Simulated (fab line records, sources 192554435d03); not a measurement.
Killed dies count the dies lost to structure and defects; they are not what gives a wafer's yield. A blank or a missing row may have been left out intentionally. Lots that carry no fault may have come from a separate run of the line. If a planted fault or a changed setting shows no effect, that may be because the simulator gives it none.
A struck lot beside a sound one | flow n5Finfet | 19 steps out of a route of 1938
Sound: wafers L364.2, L364.3, L364.6. Wafers L374.1, L374.2, L374.4 were the ones struck. The cause is given at the end.
At each step with rows: each side's tool, then ch and its chambers, then its first start. Under that, the readings that differ: sound wafers | struck wafers | difference of the means | sigmas: that difference in standard deviations of wafers without a fault.
alike: a reading whose means differ by less than 2 such deviations, as well as words and numbers matching on both sides. not compared: withheld readings; readings where some wafer has no value; bounds like >300 that might hide an equal value; numbers whose values overlap and for which the record gives no deviation.
A row with sigmas, a row that says differs or no value, or rows on one side alone: a step with any of these is where the two part. Non-overlapping numbers with no deviation appear without sigmas and do not part them. Lack of a reading on every wafer of one side parts them only where that side has two or more wafers.

first, 6 steps without rows for these wafers: N5_PASSIVATION_EBR_40; N5_PASSIVATION_SOFTBAKE_39 (time 120 s); N5_PASSIVATION_EXPOSE_41 (exposes mask PASS OPEN, defocus 0 nm, target cd 40000 nm); N5_PASSIVATION_PEB_42; N5_PASSIVATION_DEVELOP_43 (develop time 60 s); N5_PASSIVATION_HARDBAKE_45 (time 120 s).
N5_PASSIVATION_CD_MEAS_44 targets a cd of 40000 nm.
  sound on cdSem-01 ch 0, day 12 17:37; struck on cdSem-02 ch 0, day 14 22:08
  alike: cdNm
N5_PASSIVATION_OVL_MEAS_66:
  sound on overlay-01 ch 0, day 12 17:40; struck on overlay-01 ch 0, day 14 22:10
  alike: PASS_OPEN_OVL
N5_PASSIVATION_INSPECT_67: inspects for defects (macro).
  sound: defectInspect-01 at day 12 17:41; struck: defectInspect-01 at day 14 22:11
  alike: rawDefectCount
N5_PASSIVATION_DESCUM_46: chemistry O2, time 7.9 s.
  sound on rieDiel-04 ch 1,2,3, day 12 17:47; struck on rieDiel-06 ch 0,2,3, day 14 22:13
  alike: drypumpMotorCurrentA, oesProductAu, rfVppV, showerheadPlenumPTorr, throttleValvePct
  not compared: rfHoursCounterH
N5_PASSIVATION_PASS_ETCH_47: etches SiNx in CF4/O2, target depth 770 nm, time 385 s.
  sound on rieDiel-04 ch 1,2,3, day 12 17:49; struck on rieDiel-06 ch 0,2,3, day 14 22:15
  alike: drypumpMotorCurrentA, oes_f_703_au, oes_o_777_au, oesProductAu, rfVppV, showerheadPlenumPTorr, throttleValvePct
  not compared: rfHoursCounterH
N5_PASSIVATION_ETCH_54: etches SiO2 in CHF3/O2, target depth 880 nm, time 440 s.
  sound on rieDiel-04 ch 1,2,3, day 12 18:03; struck on rieDiel-06 ch 0,2,3, day 14 22:29
  alike: drypumpMotorCurrentA, oes_f_703_au, oes_o_777_au, oesProductAu, rfVppV, showerheadPlenumPTorr, throttleValvePct
  not compared: rfHoursCounterH
N5_PASSIVATION_STRIP_48: strips in O2.
  sound on rieDiel-04 ch 1,2,3, day 12 18:20; struck on rieDiel-06 ch 0,2,3, day 14 22:46
  no value came back on the struck wafers for any of 7 readings (biasPowerW (W), chamberPressureMTorr (mTorr) and others); on the sound wafers biasPowerW (W) reads 0 0 0
  not compared: rfHoursCounterH
then, 5 steps without rows for these wafers: N5_PASSIVATION_STRIP_52 (strips in post etch residue remover, time 1200 s); N5_PASSIVATION_CLEAN_71 (cleans in IPA, time 180 s); N5_PASSIVATION_SRD_72 (time 30 s); N5_PASSIVATION_ANNEAL_56 (time 1800 s); N5_PASSIVATION_PROBE_49.
N5_PASSIVATION_INSPECT_57: inspects for defects (macro).
  sound: defectInspect-01 at day 12 21:11; struck: defectInspect-02 at day 15 01:37
reading        | sound | struck     | difference | sigmas
rawDefectCount | 2 3 5 | 102 86 104 | +94        | +67

== WHERE THEY PART ==
Earliest at N5_PASSIVATION_STRIP_48; latest, in this record, at N5_PASSIVATION_INSPECT_57.

WHY: what the simulator had put in
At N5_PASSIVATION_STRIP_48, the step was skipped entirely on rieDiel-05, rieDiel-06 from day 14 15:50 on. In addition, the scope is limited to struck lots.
